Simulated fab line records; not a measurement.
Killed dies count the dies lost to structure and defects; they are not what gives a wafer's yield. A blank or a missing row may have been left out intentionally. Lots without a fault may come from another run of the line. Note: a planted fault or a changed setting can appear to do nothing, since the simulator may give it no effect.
fab line records	flow nandHarc
record lots=24	wafers=72	lastDay=33
route steps=1302 shown P_CONTACT@219 P_M0@273 P_M1@297
lots untouched by any fault: they come from a run of this same line in which no faults occurred
startH: the number of hours between the record's first day and the start of the first shown wafer of the lot	waitH: how many hours have passed since the lot's step before this one	" unchanged from the row above	L1.1+2: several wafers, shown together as one row	- value missing, or start not given	* or withheld: withheld	< > ~ a bound
route shown NAME@n: NAME is a module with steps in the file, n the number in the route of the first one	usual: the fault-free wafers' mean and standard deviation	same: alike in all rows	chamber/n: place in a boat	sites: per-site readings	_std_site: the standard deviation of these	_edge_site: mean of outer sites minus mean of inner sites	radiusMm: how far each site lies from the wafer's centre	mask NAME#n: copy n	behind: the last tool/chamber to shape the wafer	hold: what put the lot on hold/how long, in hours/how the hold closed	device: whichever transistor did not switch (one of n, p or np)	end of line: the same wafers' tests at the end of the route	a step with no rows: only its recipe	killed: count of dies lost to structure and defects at first sort (not the wafer's yield)	map: per-die view of a wafer (x killed, . not killed, _ where there is no die)
set.NAME: setting as actually run; set.NAME@STEP: the setting as run at that earlier step	model.NAME: the simulator's own value behind a step, which no gauge read
steps of the route over a sample of lots; a table a step, a row a wafer
services: from which hour (startH, from the record's first day; less than 0 if before it) a tool's chamber was out of use, for how many hours, and why
## steps
# step NHARC_P_CONTACT_CMP_01
# recipe targetThkNm=200	material=SiO2
# usual motorCurrentA=11.5/1.1
lot.wafer	tool	chamber	startH	waitH	motorCurrentA
L075.4	cmp-02	3	119.45	-	10.3
L075.1	"	0	"	"	10.2
L075.5	"	2	"	"	10.8
L074.1	cmp-03	2	120.07	-	12.8
L074.3	"	0	"	"	11.5
L074.6	"	1	"	"	10.6
L076.4	cmp-01	2	133.84	-	13.1
L076.1	"	0	"	"	13.0
L076.5	"	2	"	"	12.8
L077.4	cmp-01	0	145.21	-	12.8
L077.3	"	2	"	"	13.5
L077.6	"	0	"	"	13.5
L078.2	cmp-02	1	153.48	-	12.2
L078.3	"	2	"	"	10.7
L078.5	"	0	"	"	9.7
L079.1	cmp-03	0	166.15	-	10.8
L079.3	"	1	"	"	10.6
L079.6	"	0	"	"	11.5
L080.4	cmp-01	0	175.44	-	13.0
L080.1	"	2	"	"	12.6
L080.6	"	1	"	"	12.7
L081.4	cmp-03	2	187.62	-	12.4
L081.2	"	3	"	"	11.4
L081.6	"	1	"	"	10.8
L082.4	cmp-03	0	202.59	-	10.9
L082.3	"	1	"	"	10.6
L082.6	"	0	"	"	11.0
L083.1	cmp-03	2	211.17	-	11.6
L083.3	"	0	"	"	11.1
L083.5	"	2	"	"	12.8
L084.4	cmp-03	0	220.58	-	11.1
L084.2	"	2	"	"	12.6
L084.5	"	3	"	"	10.9
L085.2	cmp-01	3	229.70	-	9.8
L085.1	"	1	"	"	12.7
L085.3	"	2	"	"	12.8
L086.3	cmp-02	1	231.90	-	11.9
L086.2	"	0	"	"	10.1
L086.6	"	2	"	"	10.9
L087.3	cmp-02	2	263.71	-	10.5
L087.4	"	3	"	"	10.4
L087.6	"	1	"	"	12.5
L089.1	cmp-02	2	264.43	-	11.0
L089.4	"	0	"	"	9.5
L089.6	"	2	"	"	11.3
L088.4	cmp-01	3	266.85	-	9.7
L088.1	"	1	"	"	12.4
L088.5	"	3	"	"	9.6
L090.1	cmp-02	2	278.26	-	11.0
L090.6	"	1	"	"	11.6
L090.5	"	2	"	"	10.7
L091.3	cmp-03	1	282.27	-	10.4
L091.2	"	2	"	"	12.7
L091.6	"	1	"	"	10.9
L092.4	cmp-01	3	300.27	-	9.6
L092.6	"	1	"	"	13.0
L092.5	"	2	"	"	12.9
L093.3	cmp-01	2	304.46	-	12.2
L093.4	"	3	"	"	9.7
L093.6	"	2	"	"	12.3
L094.1	cmp-03	0	316.29	-	10.7
L094.2	"	1	"	"	11.3
L094.4	"	2	"	"	12.6
L095.2	cmp-01	1	324.43	-	12.4
L095.3	"	2	"	"	11.8
L095.6	"	0	"	"	13.7
L096.4	cmp-02	2	337.54	-	11.5
L096.2	"	3	"	"	10.3
L096.5	"	2	"	"	10.9
L097.4	cmp-03	0	341.20	-	11.6
L097.2	"	1	"	"	11.1
L097.5	"	1	"	"	10.5
# step NHARC_P_CONTACT_CD_MEAS_12
# recipe targetCdNm=90	landingEnergyEv=500
# usual cdNm=90.2/0.71
lot.wafer	tool	chamber	startH	waitH	cdNm
L075.1	cdSem-02	0	120.25	-	89.3
L075.4	"	0	"	"	90.3
L075.5	"	0	"	"	89.0
L074.1	cdSem-02	0	120.87	-	90.6
L074.3	"	0	"	"	89.4
L074.6	"	0	"	"	90.4
L076.1	cdSem-03	0	134.64	-	91.2
L076.4	"	0	"	"	91.1
L076.5	"	0	"	"	91.7
L077.3	cdSem-03	0	146.02	-	90.3
L077.4	"	0	"	"	90.6
L077.6	"	0	"	"	91.1
L078.2	cdSem-01	0	154.28	-	90.5
L078.3	"	0	"	"	91.1
L078.5	"	0	"	"	90.0
L079.1	cdSem-03	0	166.82	-	89.8
L079.3	"	0	"	"	90.3
L079.6	"	0	"	"	90.5
L080.1	cdSem-03	0	176.14	-	88.9
L080.4	"	0	"	"	89.5
L080.6	"	0	"	"	89.7
L081.2	cdSem-01	0	188.32	-	89.4
L081.4	"	0	"	"	89.4
L081.6	"	0	"	"	89.7
L082.3	cdSem-03	0	203.27	-	89.4
L082.4	"	0	"	"	89.6
L082.6	"	0	"	"	88.9
L083.1	cdSem-02	0	211.87	-	89.7
L083.3	"	0	"	"	88.9
L083.5	"	0	"	"	89.8
L084.2	cdSem-03	0	221.38	-	89.3
L084.4	"	0	"	"	90.2
L084.5	"	0	"	"	90.2
L085.1	cdSem-02	0	230.40	-	90.5
L085.2	"	0	"	"	91.3
L085.3	"	0	"	"	91.3
L086.2	cdSem-01	0	232.73	-	91.2
L086.3	"	0	"	"	90.6
L086.6	"	0	"	"	90.7
L087.3	cdSem-03	0	264.52	-	89.3
L087.4	"	0	"	"	90.0
L087.6	"	0	"	"	89.5
L089.1	cdSem-02	0	265.26	-	90.7
L089.4	"	0	"	"	89.3
L089.6	"	0	"	"	89.1
L088.1	cdSem-03	0	267.55	-	89.9
L088.4	"	0	"	"	90.0
L088.5	"	0	"	"	90.5
L090.1	cdSem-01	0	278.95	-	89.4
L090.5	"	0	"	"	89.8
L090.6	"	0	"	"	89.9
L091.2	cdSem-03	0	282.96	-	89.2
L091.3	"	0	"	"	90.0
L091.6	"	0	"	"	90.0
L092.4	cdSem-02	0	301.08	-	91.0
L092.5	"	0	"	"	90.3
L092.6	"	0	"	"	91.2
L093.3	cdSem-02	0	305.27	-	90.2
L093.4	"	0	"	"	89.5
L093.6	"	0	"	"	89.8
L094.1	cdSem-01	0	317.10	-	90.9
L094.2	"	0	"	"	90.0
L094.4	"	0	"	"	90.2
L095.2	cdSem-02	0	325.21	-	89.8
L095.3	"	0	"	"	90.2
L095.6	"	0	"	"	90.2
L096.2	cdSem-03	0	338.24	-	90.7
L096.4	"	0	"	"	91.7
L096.5	"	0	"	"	91.2
L097.2	cdSem-03	0	341.91	-	90.9
L097.4	"	0	"	"	90.3
L097.5	"	0	"	"	90.6
# step NHARC_P_CONTACT_INSPECT_14
# usual rawDefectCount=4.5/2.6
lot.wafer	tool	chamber	startH	waitH	rawDefectCount
L075.1	defectInspect-02	-	120.37	0.0	4
L075.4	"	-	"	"	6
L075.5	"	-	"	"	2
L074.1	defectInspect-01	-	121.00	0.0	3
L074.3	"	-	"	"	8
L074.6	"	-	"	"	3
L076.1	defectInspect-02	-	134.76	0.0	12
L076.4	"	-	"	"	11
L076.5	"	-	"	"	3
L077.3	defectInspect-01	-	146.14	0.0	5
L077.4	"	-	"	"	3
L077.6	"	-	"	"	5
L078.2	defectInspect-01	-	154.40	0.0	5
L078.3	"	-	"	"	5
L078.5	"	-	"	"	1
L079.1	defectInspect-01	-	166.95	0.0	6
L079.3	"	-	"	"	8
L079.6	"	-	"	"	6
L080.1	defectInspect-02	-	176.27	0.0	4
L080.4	"	-	"	"	1
L080.6	"	-	"	"	2
L081.2	defectInspect-02	-	188.44	0.0	6
L081.4	"	-	"	"	5
L081.6	"	-	"	"	5
L082.3	defectInspect-02	-	203.39	0.0	5
L082.4	"	-	"	"	2
L082.6	"	-	"	"	3
L083.1	defectInspect-02	-	211.99	0.0	2
L083.3	"	-	"	"	2
L083.5	"	-	"	"	5
L084.2	defectInspect-01	-	221.52	0.0	2
L084.4	"	-	"	"	6
L084.5	"	-	"	"	6
L085.1	defectInspect-02	-	230.53	0.0	5
L085.2	"	-	"	"	3
L085.3	"	-	"	"	2
L086.2	defectInspect-02	-	232.86	0.0	4
L086.3	"	-	"	"	2
L086.6	"	-	"	"	3
L087.3	defectInspect-02	-	264.64	0.0	5
L087.4	"	-	"	"	2
L087.6	"	-	"	"	6
L089.1	defectInspect-01	-	265.39	0.0	13
L089.4	"	-	"	"	7
L089.6	"	-	"	"	4
L088.1	defectInspect-02	-	267.67	0.0	2
L088.4	"	-	"	"	1
L088.5	"	-	"	"	11
L090.1	defectInspect-01	-	279.07	0.0	4
L090.5	"	-	"	"	6
L090.6	"	-	"	"	10
L091.2	defectInspect-01	-	283.08	0.0	3
L091.3	"	-	"	"	3
L091.6	"	-	"	"	3
L092.4	defectInspect-01	-	301.22	0.1	6
L092.5	"	-	"	"	6
L092.6	"	-	"	"	6
L093.3	defectInspect-01	-	305.39	0.0	1
L093.4	"	-	"	"	3
L093.6	"	-	"	"	1
L094.1	defectInspect-02	-	317.22	0.0	4
L094.2	"	-	"	"	7
L094.4	"	-	"	"	6
L095.2	defectInspect-01	-	325.33	0.0	9
L095.3	"	-	"	"	6
L095.6	"	-	"	"	6
L096.2	defectInspect-02	-	338.37	0.0	7
L096.4	"	-	"	"	3
L096.5	"	-	"	"	1
L097.2	defectInspect-01	-	342.03	0.0	5
L097.4	"	-	"	"	4
L097.5	"	-	"	"	5
# step NHARC_P_CONTACT_INSPECT_27
# usual rawDefectCount=313/150
lot.wafer	tool	chamber	startH	waitH	rawDefectCount
L075.1	defectInspect-01	-	123.52	0.1	476
L075.4	"	-	"	"	360
L075.5	"	-	"	"	461
L074.1	defectInspect-02	-	124.12	0.1	342
L074.3	"	-	"	"	435
L074.6	"	-	"	"	404
L076.1	defectInspect-01	-	137.90	0.1	321
L076.4	"	-	"	"	249
L076.5	"	-	"	"	308
L077.3	defectInspect-01	-	149.28	0.1	166
L077.4	"	-	"	"	136
L077.6	"	-	"	"	285
L078.2	defectInspect-02	-	157.53	0.1	361
L078.3	"	-	"	"	329
L078.5	"	-	"	"	206
L079.1	defectInspect-01	-	170.09	0.1	347
L079.3	"	-	"	"	252
L079.6	"	-	"	"	168
L080.1	defectInspect-01	-	179.40	0.1	222
L080.4	"	-	"	"	393
L080.6	"	-	"	"	241
L081.2	defectInspect-01	-	191.60	0.1	496
L081.4	"	-	"	"	227
L081.6	"	-	"	"	540
L082.3	defectInspect-02	-	206.63	0.1	265
L082.4	"	-	"	"	257
L082.6	"	-	"	"	316
L083.1	defectInspect-01	-	215.16	0.1	186
L083.3	"	-	"	"	247
L083.5	"	-	"	"	361
L084.2	defectInspect-02	-	224.70	0.1	254
L084.4	"	-	"	"	266
L084.5	"	-	"	"	279
L085.1	defectInspect-01	-	233.71	0.1	184
L085.2	"	-	"	"	206
L085.3	"	-	"	"	129
L086.2	defectInspect-01	-	236.14	0.1	162
L086.3	"	-	"	"	257
L086.6	"	-	"	"	281
L087.3	defectInspect-02	-	267.89	0.1	120
L087.4	"	-	"	"	230
L087.6	"	-	"	"	190
L089.1	defectInspect-01	-	268.57	0.1	353
L089.4	"	-	"	"	567
L089.6	"	-	"	"	298
L088.1	defectInspect-02	-	270.85	0.1	340
L088.4	"	-	"	"	293
L088.5	"	-	"	"	438
L090.1	defectInspect-01	-	282.22	0.1	235
L090.5	"	-	"	"	387
L090.6	"	-	"	"	221
L091.2	defectInspect-02	-	286.28	0.1	244
L091.3	"	-	"	"	212
L091.6	"	-	"	"	181
L092.4	defectInspect-01	-	304.46	0.1	487
L092.5	"	-	"	"	452
L092.6	"	-	"	"	553
L093.3	defectInspect-01	-	308.54	0.1	260
L093.4	"	-	"	"	456
L093.6	"	-	"	"	414
L094.1	defectInspect-02	-	320.38	0.1	228
L094.2	"	-	"	"	217
L094.4	"	-	"	"	171
L095.2	defectInspect-02	-	328.47	0.1	276
L095.3	"	-	"	"	438
L095.6	"	-	"	"	290
L096.2	defectInspect-01	-	341.63	0.1	221
L096.4	"	-	"	"	279
L096.5	"	-	"	"	263
L097.2	defectInspect-01	-	345.17	0.1	576
L097.4	"	-	"	"	1259
L097.5	"	-	"	"	471
# step NHARC_P_M0_PRE_CLEAN_29
# recipe timeS=30	tempC=280	gas=H2/He
# usual heaterPowerW=386/30
lot.wafer	tool	chamber	startH	waitH	heaterPowerW
L075.4	pvdSputter-01	-	-	-	334
L075.1	"	-	"	"	395
L075.5	"	-	"	"	389
L074.1	pvdSputter-03	-	-	-	423
L074.3	"	-	"	"	345
L074.6	"	-	"	"	349
L076.4	pvdSputter-01	-	-	-	399
L076.1	"	-	"	"	437
L076.5	"	-	"	"	417
L077.3	pvdSputter-01	-	-	-	433
L077.4	"	-	"	"	347
L077.6	"	-	"	"	433
L078.2	pvdSputter-03	-	-	-	357
L078.3	"	-	"	"	361
L078.5	"	-	"	"	353
L079.3	pvdSputter-02	-	-	-	404
L079.1	"	-	"	"	431
L079.6	"	-	"	"	373
L080.1	pvdSputter-01	-	-	-	345
L080.4	"	-	"	"	427
L080.6	"	-	"	"	384
L081.4	pvdSputter-01	-	-	-	392
L081.2	"	-	"	"	384
L081.6	"	-	"	"	396
L082.3	pvdSputter-03	-	-	-	417
L082.4	"	-	"	"	377
L082.6	"	-	"	"	354
L083.1	pvdSputter-03	-	-	-	425
L083.3	"	-	"	"	346
L083.5	"	-	"	"	411
L084.2	pvdSputter-03	-	-	-	415
L084.4	"	-	"	"	355
L084.5	"	-	"	"	418
L085.3	pvdSputter-03	-	-	-	372
L085.1	"	-	"	"	424
L085.2	"	-	"	"	355
L086.3	pvdSputter-01	-	-	-	412
L086.2	"	-	"	"	329
L086.6	"	-	"	"	389
L087.4	pvdSputter-02	-	-	-	430
L087.3	"	-	"	"	433
L087.6	"	-	"	"	365
L089.4	pvdSputter-01	-	-	-	330
L089.1	"	-	"	"	388
L089.6	"	-	"	"	383
L088.1	pvdSputter-02	-	-	-	369
L088.4	"	-	"	"	402
L088.5	"	-	"	"	436
L090.1	pvdSputter-03	-	-	-	348
L090.6	"	-	"	"	377
L090.5	"	-	"	"	416
L091.3	pvdSputter-01	-	-	-	412
L091.2	"	-	"	"	334
L091.6	"	-	"	"	399
L092.4	pvdSputter-02	-	-	-	394
L092.5	"	-	"	"	369
L092.6	"	-	"	"	417
L093.4	pvdSputter-01	-	-	-	388
L093.3	"	-	"	"	323
L093.6	"	-	"	"	397
L094.1	pvdSputter-03	-	-	-	375
L094.2	"	-	"	"	371
L094.4	"	-	"	"	417
L095.3	pvdSputter-02	-	-	-	404
L095.2	"	-	"	"	396
L095.6	"	-	"	"	411
L096.2	pvdSputter-01	-	-	-	406
L096.4	"	-	"	"	416
L096.5	"	-	"	"	331
L097.2	pvdSputter-03	-	-	-	352
L097.4	"	-	"	"	370
L097.5	"	-	"	"	353
# step NHARC_P_M1_INSPECT_11
# usual rawDefectCount=4.8/2.8
lot.wafer	tool	chamber	startH	waitH	rawDefectCount
L075.1	defectInspect-02	-	128.47	0.0	3
L075.4	"	-	"	"	3
L075.5	"	-	"	"	3
L074.1	defectInspect-01	-	129.26	0.0	2
L074.3	"	-	"	"	5
L074.6	"	-	"	"	3
L076.1	defectInspect-02	-	142.84	0.0	11
L076.4	"	-	"	"	10
L076.5	"	-	"	"	4
L077.3	defectInspect-02	-	154.70	0.0	5
L077.4	"	-	"	"	6
L077.6	"	-	"	"	6
L078.2	defectInspect-02	-	162.38	0.0	6
L078.3	"	-	"	"	3
L078.5	"	-	"	"	2
L079.1	defectInspect-02	-	175.30	0.0	5
L079.3	"	-	"	"	6
L079.6	"	-	"	"	6
L080.1	defectInspect-02	-	184.36	0.0	2
L080.4	"	-	"	"	1
L080.6	"	-	"	"	0
L081.2	defectInspect-02	-	196.82	0.0	3
L081.4	"	-	"	"	7
L081.6	"	-	"	"	3
L082.3	defectInspect-01	-	211.72	0.0	14
L082.4	"	-	"	"	6
L082.6	"	-	"	"	8
L083.1	defectInspect-02	-	220.13	0.0	2
L083.3	"	-	"	"	1
L083.5	"	-	"	"	6
L084.2	defectInspect-01	-	229.85	0.0	6
L084.4	"	-	"	"	7
L084.5	"	-	"	"	5
L085.1	defectInspect-02	-	239.17	0.0	3
L085.2	"	-	"	"	2
L085.3	"	-	"	"	3
L086.2	defectInspect-02	-	241.20	0.0	2
L086.3	"	-	"	"	0
L086.6	"	-	"	"	2
L087.3	defectInspect-01	-	272.98	0.0	5
L087.4	"	-	"	"	1
L087.6	"	-	"	"	5
L089.1	defectInspect-02	-	273.52	0.0	10
L089.4	"	-	"	"	10
L089.6	"	-	"	"	5
L088.1	defectInspect-01	-	275.94	0.0	10
L088.4	"	-	"	"	6
L088.5	"	-	"	"	8
L090.1	defectInspect-01	-	287.61	0.0	6
L090.5	"	-	"	"	5
L090.6	"	-	"	"	7
L091.2	defectInspect-02	-	291.23	0.0	2
L091.3	"	-	"	"	5
L091.6	"	-	"	"	5
L092.4	defectInspect-02	-	309.65	0.0	7
L092.5	"	-	"	"	3
L092.6	"	-	"	"	2
L093.3	defectInspect-01	-	313.64	0.0	1
L093.4	"	-	"	"	2
L093.6	"	-	"	"	2
L094.1	defectInspect-02	-	325.59	0.0	4
L094.2	"	-	"	"	7
L094.4	"	-	"	"	8
L095.2	defectInspect-02	-	333.53	0.0	9
L095.3	"	-	"	"	12
L095.6	"	-	"	"	9
L096.2	defectInspect-02	-	347.44	0.0	8
L096.4	"	-	"	"	3
L096.5	"	-	"	"	4
L097.2	defectInspect-02	-	350.61	0.0	3
L097.4	"	-	"	"	8
L097.5	"	-	"	"	5
## services
tool	chamber	startH	hours	kind
cmp-01	-	96.48	1.0	repair
cmp-03	-	109.78	1.2	repair
cmp-02	-	134.62	4.0	pm
cmp-03	-	146.03	2.2	repair
cmp-03	-	166.99	5.5	repair
pvdSputter-03	-	170.00	10.0	pm
pvdSputter-01	-	170.39	7.5	repair
cmp-02	-	173.36	5.1	repair
cmp-02	-	182.16	1.1	repair
cmp-01	-	185.61	4.0	pm
cmp-03	-	208.27	0.2	repair
cmp-02	-	208.90	2.9	repair
cmp-03	-	223.35	0.8	repair
pvdSputter-01	-	226.02	10.0	pm
cmp-03	-	226.08	4.3	repair
cmp-02	-	232.62	4.0	pm
cmp-03	-	239.18	3.6	repair
cmp-01	-	262.85	2.3	repair
cmp-03	-	270.60	4.0	pm
cmp-01	-	283.61	4.0	pm
cmp-03	-	287.82	0.3	repair
cmp-03	-	290.13	4.1	repair
pvdSputter-03	-	304.34	2.8	repair
cmp-03	-	305.34	1.8	repair
## key
fault none
